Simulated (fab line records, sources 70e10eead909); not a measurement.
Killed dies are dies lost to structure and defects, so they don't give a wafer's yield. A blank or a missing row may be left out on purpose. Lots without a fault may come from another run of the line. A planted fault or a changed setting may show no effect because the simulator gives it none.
Chamber matching | flow nand_harc | NHARC_THIN_TSV_CMP_21 on cmp-03: 4 sister chambers
The step polishes, t overpolish 30 s, target thk 2000 nm. 8 wafers are shown with their chamber, then 7 later ones without.

WAFERS WITH THEIR CHAMBER
wafer  | chamber | motor_current_A (A) | overpolish_run_s (s)
L134.4 | 1       | 12.4                | 30.000
L149.1 | 1       | 12.3                | 29.991
L149.6 | 3       | 11.3                | 30.005
L148.2 | 2       | 12.4                | 29.998
L148.4 | 0       | 13.5                | 30.003
L148.5 | 2       | 12.0                | 29.990
L151.1 | 0       | 12.8                | 30.020
L151.2 | 3       | 11.1                | 30.004

WAFERS WITHOUT THEIR CHAMBER
wafer  | motor_current_A (A) | overpolish_run_s (s)
L151.5 | 10.3                | 30.011
L154.1 | 14.5                | 29.998
L154.3 | 10.4                | 29.999
L154.6 | 13.6                | 30.002
L153.3 | 10.6                | 30.000
L153.5 | 10.3                | 29.988
L153.6 | 12.9                | 30.025

WHICH CHAMBER EACH WENT THROUGH
wafer  | from the rows above | in truth
L151.5 | 3                   | 3
L154.1 | 0                   | 0
L154.3 | 3                   | 3
L154.6 | 0                   | 0
L153.3 | 3                   | 3
L153.5 | 3                   | 3
L153.6 | 0                   | 0
Placed correctly: 7 of 7. Can't be placed from these rows: 0. Placed wrongly: 0.
How it was worked out, from the rows above alone: a wafer's distance from a chamber is the root of the sum, over the readings, of the square of ((its reading less the chamber's mean) divided by the reading's scatter). The wafer belongs to the nearest chamber; if the next one is less than 2 further off, it can't be placed. A chamber's mean is the mean of its shown wafers. The scatter: the root of (the sum of the squares of (reading less its chamber's mean) over the shown wafers, divided by (wafers less chambers)).
